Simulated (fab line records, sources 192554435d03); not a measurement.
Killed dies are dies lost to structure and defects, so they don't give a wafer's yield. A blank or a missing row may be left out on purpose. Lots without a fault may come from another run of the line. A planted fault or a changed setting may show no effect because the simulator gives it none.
fab line records | flow n5_finfet
record lots=11 wafers=31 last_day=18
route steps=1938 shown BEOL_M9@1436 PASSIVATION@1936
lots that met no fault: from a run of the same line without faults
start_h: hours from the record's first day to the start of the lot's first wafer shown | wait_h: hours since the lot's step before | " the same as in the row above | L1.1+2: a row that stands for several wafers | - no value, or no start given | * or withheld: withheld | < > ~ a bound
route shown NAME@n: a module of which the file shows steps, and the number in the route of the first | usual: mean/standard deviation of fault-free wafers | same: alike in all rows | chamber/n: place in a boat | sites: the reading at each site | _std_site: their standard deviation | _edge_site: outer sites' mean less inner sites' | radius_mm: how far each site lies from the wafer's centre | mask NAME#n: copy n | behind: the tool/chamber that last shaped the wafer | hold: why the lot was held/for how many hours/how that ended | device: the transistor (n, p or np) that didn't switch | end of line: the same wafers' tests at the end of the route | a step without rows: its recipe alone | killed: dies lost to structure and defects at the first sort, not the wafer's yield | map: a wafer's dies, x killed, . not, _ none there
set.NAME: the setting as run; set.NAME@STEP: as run at that earlier step | model.NAME: the simulator's own value behind a step, which no gauge read
steps of the route over a sample of lots; a table a step, a row a wafer
services: from which hour (start_h, from the record's first day; less than 0 if before it) a tool's chamber was out of use, for how many hours, and why
## steps
# step N5_BEOL_M9_INSPECT_30
# recipe mode=adi inspect_instrument=brightfield
# usual raw_defect_count=405/87
# columns lot.wafer tool chamber start_h wait_h raw_defect_count
L145.1 defect_inspect-02 - 208.09 0.1 413
L145.4 " - " " 449
L145.5 " - " " 350
L149.2 defect_inspect-02 - 231.09 0.0 384
L149.3 " - " " 412
L149.4 " - " " 471
L152.3 defect_inspect-02 - 249.44 0.1 477
L152.4 " - " " 517
L152.6 " - " " 486
L154.2 defect_inspect-02 - 260.14 0.0 414
L154.4 " - " " 349
L154.5 " - " " 341
L155.1 defect_inspect-02 - 269.87 0.1 399
L155.5 " - " " 364
L155.6 " - " " 387
L157.1 defect_inspect-02 - 288.19 0.1 353
L157.5 " - " " 351
L156.2 defect_inspect-01 - 290.60 0.0 337
L156.3 " - " " 306
L156.4 " - " " 298
L160.1 defect_inspect-02 - 296.16 0.1 288
L160.3 " - " " 240
L165.2 defect_inspect-01 - 324.57 0.0 464
L165.3 " - " " 495
L165.4 " - " " 398
L168.2 defect_inspect-01 - 349.54 0.0 344
L168.3 " - " " 323
L168.5 " - " " 311
L167.1 defect_inspect-01 - 350.11 0.1 334
L167.3 " - " " 478
L167.5 " - " " 309
# step N5_BEOL_M9_ETCH_76
# recipe chemistry=N2/H2 target=underlayer target_depth_a=65 mask_material=CAR-EUV time_s=5.2 ion_energy_ev=200 pressure_mtorr=30 source_w=840 bias_w=150 n2_flow_sccm=200 h2_flow_sccm=200 ends=cleared
# usual drypump_motor_current_A=5.4/0.5 etch_rf_on_time_s=5.21/0.067 oes_product_au=0.64/0.056 rf_vpp_V=523/3.3 showerhead_plenum_p_Torr=2.50/0.11 throttle_valve_pct=17.86/0.21
# columns lot.wafer tool chamber start_h wait_h drypump_motor_current_A etch_rf_on_time_s oes_product_au rf_hours_counter_h rf_vpp_V showerhead_plenum_p_Torr throttle_valve_pct
L145.1 rie_diel-06 1 208.16 0.0 4.9 5.23 0.66 152 524 2.44 17.83
L145.4 " 0 " " 5.6 5.33 0.61 166 521 2.54 18.25
L145.5 " 0 " " 5.5 5.37 0.61 - 525 2.54 18.26
L149.2 rie_diel-02 2 231.16 0.0 5.1 5.23 0.63 175 521 2.43 17.84
L149.3 " 0 " " 5.3 5.20 0.72 62 528 2.69 17.61
L149.4 " 3 " " 5.9 5.20 0.65 156 524 2.54 17.76
L152.3 rie_diel-02 2 249.51 0.0 5.1 5.28 0.62 180 523 2.42 17.86
L152.4 " 0 " " 5.3 5.20 0.73 67 527 2.69 17.59
L152.6 " 2 " " 5.1 5.29 0.62 - 521 2.42 17.81
L154.2 rie_diel-01 1 260.24 0.0 4.7 5.25 0.58 219 526 2.62 18.09
L154.4 " 1 " " 4.7 5.23 0.60 - 525 2.62 18.10
L154.5 " 0 " " 5.4 5.13 0.66 - 518 2.34 17.69
L155.1 rie_diel-06 2 269.94 0.0 5.0 5.20 0.62 184 522 2.42 17.87
L155.5 " 1 " " 5.0 5.15 0.64 - 522 2.43 17.88
L155.6 " 2 " " 5.0 5.19 0.62 - 520 2.42 17.90
L157.1 rie_diel-02 2 288.26 0.0 5.1 5.31 0.60 192 519 2.42 17.86
L157.5 " 0 " " 5.3 5.23 0.72 - 530 2.68 17.63
L156.2 rie_diel-02 3 290.66 0.0 5.9 5.21 0.63 173 525 2.53 17.82
L156.3 " 1 " " 6.3 5.23 0.64 181 521 2.43 17.78
L156.4 " 0 " " 5.2 5.16 0.70 79 529 2.68 17.65
L160.1 rie_diel-06 2 296.23 0.0 5.0 5.25 0.61 192 522 2.42 17.89
L160.3 " 3 " " 5.6 5.22 0.81 6 529 2.72 17.55
L165.2 rie_diel-02 0 324.64 0.0 5.2 5.19 0.70 90 528 2.68 17.66
L165.3 " 2 " " 5.1 5.28 0.61 203 521 2.41 17.86
L165.4 " 3 " " 5.9 5.12 0.63 182 524 2.53 17.84
L168.2 rie_diel-02 0 349.62 0.0 5.3 5.14 0.68 99 527 2.67 17.67
L168.3 " 1 " " 6.3 5.20 0.63 201 519 2.42 17.82
L168.5 " 2 " " 5.1 5.32 0.59 - 520 2.41 17.89
L167.1 rie_diel-06 1 350.18 0.0 4.9 5.17 0.62 200 520 2.42 17.92
L167.3 " 2 " " 5.0 5.17 0.60 209 520 2.41 17.89
L167.5 " 0 " " 5.5 5.27 0.59 - 523 2.52 18.35
# step N5_BEOL_M9_ETCH_66
# recipe chemistry=N2/H2 target=SOC target_depth_a=800 overetch_a=160 mask_material=SiARC temp_c=40 time_s=120 ion_energy_ev=200 pressure_mtorr=30 source_w=840 bias_w=150 n2_flow_sccm=200 h2_flow_sccm=200
# usual drypump_motor_current_A=5.4/0.5 oes_product_au=0.57/0.047 rf_vpp_V=523/3.1 showerhead_plenum_p_Torr=2.50/0.11 throttle_valve_pct=17.82/0.21
# columns lot.wafer tool chamber start_h wait_h drypump_motor_current_A oes_product_au rf_hours_counter_h rf_vpp_V showerhead_plenum_p_Torr throttle_valve_pct
L145.1 rie_diel-06 1 208.20 0.0 5.0 0.59 152 522 2.44 17.80
L145.4 " 0 " " 5.5 0.55 166 526 2.54 18.23
L145.5 " 0 " " 5.5 0.56 - 523 2.54 18.24
L149.2 rie_diel-02 2 231.21 0.0 5.1 0.57 175 522 2.43 17.79
L149.3 " 0 " " 5.2 0.64 62 529 2.69 17.58
L149.4 " 3 " " 5.9 0.58 156 524 2.54 17.75
L152.3 rie_diel-02 2 249.55 0.0 5.1 0.56 180 519 2.42 17.78
L152.4 " 0 " " 5.3 0.65 67 529 2.69 17.58
L152.6 " 2 " " 5.1 0.56 - 524 2.42 17.78
L154.2 rie_diel-01 1 260.28 0.0 4.7 0.53 219 526 2.62 18.06
L154.4 " 1 " " 4.7 0.53 - 525 2.62 18.05
L154.5 " 0 " " 5.4 0.58 - 519 2.34 17.64
L155.1 rie_diel-06 2 269.98 0.0 5.0 0.55 185 519 2.42 17.83
L155.5 " 1 " " 4.9 0.58 - 520 2.43 17.82
L155.6 " 2 " " 5.0 0.55 - 520 2.42 17.84
L157.1 rie_diel-02 2 288.30 0.0 5.1 0.55 192 519 2.42 17.80
L157.5 " 0 " " 5.2 0.63 - 527 2.68 17.60
L156.2 rie_diel-02 3 290.71 0.0 5.9 0.57 173 524 2.53 17.78
L156.3 " 1 " " 6.3 0.57 181 522 2.43 17.75
L156.4 " 0 " " 5.3 0.63 79 526 2.68 17.59
L160.1 rie_diel-06 2 296.27 0.0 5.0 0.54 192 521 2.42 17.84
L160.3 " 3 " " 5.6 0.73 6 530 2.72 17.48
L165.2 rie_diel-02 0 324.68 0.0 5.3 0.61 90 527 2.68 17.62
L165.3 " 2 " " 5.1 0.55 203 520 2.41 17.83
L165.4 " 3 " " 5.9 0.56 182 524 2.53 17.79
L168.2 rie_diel-02 0 349.67 0.0 5.2 0.62 99 528 2.67 17.63
L168.3 " 1 " " 6.3 0.57 201 520 2.42 17.76
L168.5 " 2 " " 5.1 0.54 - 520 2.41 17.84
L167.1 rie_diel-06 1 350.22 0.0 4.9 0.56 200 520 2.42 17.86
L167.3 " 2 " " 5.0 0.53 209 521 2.41 17.85
L167.5 " 0 " " 5.5 0.53 - 524 2.52 18.31
# step N5_BEOL_M9_CVD_78
# recipe material=Co target_thk_a=20 temp_c=withheld precursor=CCTBA/H2 pressure_torr=30 time_s=138.9
# usual run_length_s=161.0/0.52
# columns lot.wafer tool chamber start_h wait_h run_length_s
L145.1 cvd_co-01 1 209.82 0.1 160.4
L145.4 " 1 " " 160.5
L145.5 " 2 " " 160.3
L149.2 cvd_co-01 1 232.99 0.2 160.3
L149.3 " 2 " " 160.5
L149.4 " 1 " " 160.7
L152.3 cvd_co-01 1 251.02 0.0 160.7
L152.4 " 0 " " 160.7
L152.6 " 1 " " 160.9
L154.2 cvd_co-02 2 263.48 0.1 160.7
L154.4 " 0 " " 161.5
L154.5 " 2 " " 160.9
L155.1 cvd_co-02 0 271.79 0.0 161.1
L155.5 " 1 " " 161.7
L155.6 " 0 " " 161.4
L157.1 cvd_co-02 2 290.30 0.1 160.7
L157.5 " 2 " " 203.1
L156.2 cvd_co-01 1 292.59 0.3 161.3
L156.3 " 0 " " 160.8
L156.4 " 1 " " 160.5
L160.1 cvd_co-02 0 298.36 0.0 161.1
L160.3 " 2 " " 203.3
L165.2 cvd_co-01 2 326.21 0.0 160.5
L165.3 " 0 " " 161.1
L165.4 " 0 " " 161.1
L168.2 cvd_co-01 2 351.51 0.0 160.6
L168.3 " 0 " " 160.6
L168.5 " 2 " " 160.7
L167.1 cvd_co-01 2 352.02 0.1 160.6
L167.3 " 0 " " 160.8
L167.5 " 2 " " 160.4
# step N5_PASSIVATION_PROBE_49
# usual defect_limited_yield=91.2/1.4 killed_at_M0_to_M3=35/11 killed_at_M4_up=12/4.2 killed_at_contacts=13/5.6 killed_at_front_end=40/12 killed_at_other=3.3/2.6 killed_dies=103/17 killed_open=68/12 killed_short=34/7.6 sort_bin_5_function=5.1/0.95 sort_bin_6_memory=3.3/0.68 sort_bin_8_speed=0.00/0.007 sort_n_pass=1077/17 sort_yield_pct=91.2/1.4
# same gross_dies=1180 killed_at_back_side=0 sort_bin_4_leakage[%]=0
# columns lot.wafer tool chamber start_h wait_h defect_limited_yield[%] killed_at_M0_to_M3 killed_at_M4_up killed_at_contacts killed_at_front_end killed_at_other killed_dies killed_open killed_short sort_bin_5_function[%] sort_bin_6_memory[%] sort_bin_8_speed[%] sort_n_pass sort_yield_pct[%]
L152.3 prober-02 - 306.08 0.1 90.3 31 18 30 34 1 114 83 31 5.6 4.0 0 1066 90.3
# killed by level:class
L152.3 MOL_CONTACT_COAG:geometric_particle:open=25 STI_FIN_REVEAL:geometric_particle:open=12 BEOL_M0_SAQP:geometric_particle:open=12 BEOL_M0_SAQP:geometric_particle:short=8 BEOL_M4:geometric_particle:open=7 MOL_CONTACT_COAG:geometric_particle:short=5 GATE_CUT:geometric_particle:short=4 BEOL_M3:geometric_particle:open=4
## services
# columns tool chamber start_h hours kind
rie_diel-01 2 235.65 2.4 repair
rie_diel-01 3 236.99 5.4 repair
rie_diel-01 3 242.70 - clean
rie_diel-01 3 242.70 - consumable_replace:esc
rie_diel-01 3 242.70 - consumable_replace:focus_ring
rie_diel-01 3 242.70 18.6 scheduled_down
rie_diel-01 3 242.70 18.6 vent_cycle
rie_diel-06 3 247.21 - clean
rie_diel-06 3 247.21 - consumable_replace:focus_ring
rie_diel-06 3 247.21 - consumable_replace:showerhead
rie_diel-06 3 247.21 23.3 scheduled_down
rie_diel-06 3 247.21 23.3 vent_cycle
rie_diel-01 0 277.94 1.8 repair
rie_diel-01 3 279.67 7.2 repair
cvd_co-02 1 290.74 2.7 repair
rie_diel-02 3 292.71 8.2 repair
rie_diel-02 2 316.58 4.0 repair
cvd_co-01 1 333.33 - clean
cvd_co-01 1 333.33 22.0 scheduled_down
cvd_co-01 1 333.33 22.0 vent_cycle
## key
first_sign step=N5_BEOL_M9_CVD_78 reading=run_length_s direction=up sigmas=80 usual=* struck=*
effect none on later readings
met_at N5_BEOL_M9_CVD_78
struck_lots L157,L160
struck_wafers L157.5,L160.3
not_acting_at N5_BEOL_M9_INSPECT_30,N5_BEOL_M9_ETCH_76,N5_BEOL_M9_ETCH_66
onset_between 271.79 290.30
fault kind=process_parameter_drift tool=cvd_co-02 chamber=- onset_h=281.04 steps=N5_BEOL_M9_CVD_78 channel=time_s offset=* shape=step end_h=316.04 scope=struck_wafers_only acts_in=* stated=*
